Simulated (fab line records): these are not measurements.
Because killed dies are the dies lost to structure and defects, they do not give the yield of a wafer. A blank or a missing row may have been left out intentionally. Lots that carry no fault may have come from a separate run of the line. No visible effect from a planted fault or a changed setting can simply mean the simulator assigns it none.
Split-lot study ; flow n5Finfet ; 39 wafers read from 7 lots, route of 1938 steps

== THE SPLIT ITSELF ==
At N5_SD_EPI_N_EPI_21 (deposits Si:P, time 690 s), the setting epiGrowthTimeS was moved away from the recipe's 690 s on 15 of the 39 wafers read, by -46.9% to +28.6%. For the rest of the wafers, this setting stayed at what the recipe calls for.

== FROM THE SPLIT TO THE READING: what the file shows between them, 6 steps ==
- N5_SD_EPI_N_EPI_MEAS_23
- N5_SD_EPI_N_PRECLEAN_24: cleans in O3/DIW, time 60 s
- N5_SD_EPI_N_SRD_25: time 30 s
- N5_SD_EPI_N_PRECLEAN_49: cleans in NF3:NH3, afs cycles 1, time 20 s, sublimation time 60 s
- N5_SD_ACTIVATION_RTA_00: time 0 s
- N5_SD_ACTIVATION_LSA_01: time 0.0008 s

== THE READING ==
RS_SD_N in ohm/sq, measured at N5_SD_ACTIVATION_RS_MEAS_03 by four-point-probe. Fault-free wafers of this fab line usually give 21.82 ohm/sq, standard deviation 0.27 ohm/sq.

wafer;tool, chamber at the split;epiGrowthTimeS as run, s;against the recipe;RS_SD_N, ohm/sq;against lot-mates on the recipe
L079.1;epiRpcvd-03, 0;690;recipe;21.76;-
L079.2;epiRpcvd-03, 0;870;+26.1%;18.37;-3.29
L079.3;epiRpcvd-03, 0;690;recipe;21.73;-
L079.4;epiRpcvd-03, 0;870;+26.1%;18.23;-3.43
L079.5;epiRpcvd-03, 0;870;+26.1%;18.16;-3.50
L079.6;epiRpcvd-03, 0;690;recipe;21.50;-
L080.1;epiRpcvd-03, 0;690;recipe;22.00;-
L080.2;epiRpcvd-03, 0;887.5;+28.6%;18.33;-3.81
L080.3;epiRpcvd-03, 0;887.5;+28.6%;18.24;-3.90
L080.4;epiRpcvd-03, 0;690;recipe;22.26;-
L080.5;epiRpcvd-03, 0;887.5;+28.6%;18.57;-3.57
L080.6;epiRpcvd-03, 0;690;recipe;22.17;-
L081.1;epiRpcvd-02, 0;857.2;+24.2%;18.39;-3.34
L081.2;epiRpcvd-02, 0;690;recipe;21.73;-
L081.3;epiRpcvd-02, 0;690;recipe;21.80;-
L081.4;epiRpcvd-02, 0;857.2;+24.2%;18.57;-3.16
L081.5;epiRpcvd-02, 0;690;recipe;21.66;-
L081.6;epiRpcvd-02, 0;857.2;+24.2%;18.45;-3.28
L087.1;epiRpcvd-03, 0;690;recipe;22.32;-
L087.2;epiRpcvd-03, 0;690;recipe;22.06;-
L087.3;epiRpcvd-03, 0;690;recipe;22.29;-
L087.4;epiRpcvd-03, 0;690;recipe;22.12;-
L087.5;epiRpcvd-03, 0;690;recipe;22.05;-
L087.6;epiRpcvd-03, 0;690;recipe;22.01;-
L091.1;epiRpcvd-01, 0;690;recipe;21.60;-
L091.3;epiRpcvd-01, 0;690;recipe;21.37;-
L091.5;epiRpcvd-01, 0;690;recipe;21.60;-
L092.1;epiRpcvd-01, 0;690;recipe;22.19;-
L092.2;epiRpcvd-01, 0;438.4;-36.5%;32.20;+10.12
L092.3;epiRpcvd-01, 0;690;recipe;22.09;-
L092.4;epiRpcvd-01, 0;438.4;-36.5%;32.34;+10.26
L092.5;epiRpcvd-01, 0;438.4;-36.5%;32.01;+9.93
L092.6;epiRpcvd-01, 0;690;recipe;21.96;-
L094.1;epiRpcvd-01, 0;690;recipe;22.13;-
L094.2;epiRpcvd-01, 0;366.7;-46.9%;38.01;+16.31
L094.3;epiRpcvd-01, 0;690;recipe;21.43;-
L094.4;epiRpcvd-01, 0;690;recipe;21.53;-
L094.5;epiRpcvd-01, 0;366.7;-46.9%;37.77;+16.07
L094.6;epiRpcvd-01, 0;366.7;-46.9%;37.82;+16.12

THE FIT
A straight line over all 39 wafers: RS_SD_N changes by -0.249 ohm/sq for each +1% of epiGrowthTimeS; r = -0.96; the points scatter about the line by 1.6 ohm/sq.
The same after taking each lot's own level away (the mean of its wafers on the recipe; 39 wafers): -0.249 ohm/sq for each +1%; r = -0.96; scatter 1.6 ohm/sq.
Per that fit: largest epiGrowthTimeS move, reading shift of 12 ohm/sq.
Measured against the standard deviation above, the lots' own levels, which go from 21.523 to 22.143 ohm/sq, span 2.3 times it.
So the lot-to-lot level changes the slope little: the two slopes agree.
Check: +12.2 ohm/sq against its lot-mates is what the line predicts for one of the wafers moved furthest among these (-46.9%) when that wafer is left out of the fit. It came out at +16.3 ohm/sq against them.

== THE WHOLE CHAIN: every reading that the file lists as answering this split, in the file's order ==
step;what it does;reading;change (the file's fit);r (the file's)
N5_SD_EPI_N_EPI_21;deposits Si:P, time 690 s;Si-P_of_SD_EPI_N_EPI_21.thkNm (the simulator's own value, which no gauge read);+0.488 nm for each +1% of the setting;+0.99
N5_SD_EPI_N_EPI_MEAS_23;;thkNm;withheld for each +1% of the setting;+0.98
N5_SD_EPI_N_PRECLEAN_24;cleans in O3/DIW, time 60 s;Si-P_of_SD_EPI_N_EPI_21.thkNm (the simulator's own value, which no gauge read);+0.484 nm for each +1% of the setting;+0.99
N5_SD_ACTIVATION_RS_MEAS_03;measures by four-point-probe;RS_SD_N;-0.25 for each +1% of the setting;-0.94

== THE FILE'S OWN FIT ==
RS_SD_N changes by -0.25 ohm/sq for each +1% of epiGrowthTimeS, r = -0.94.
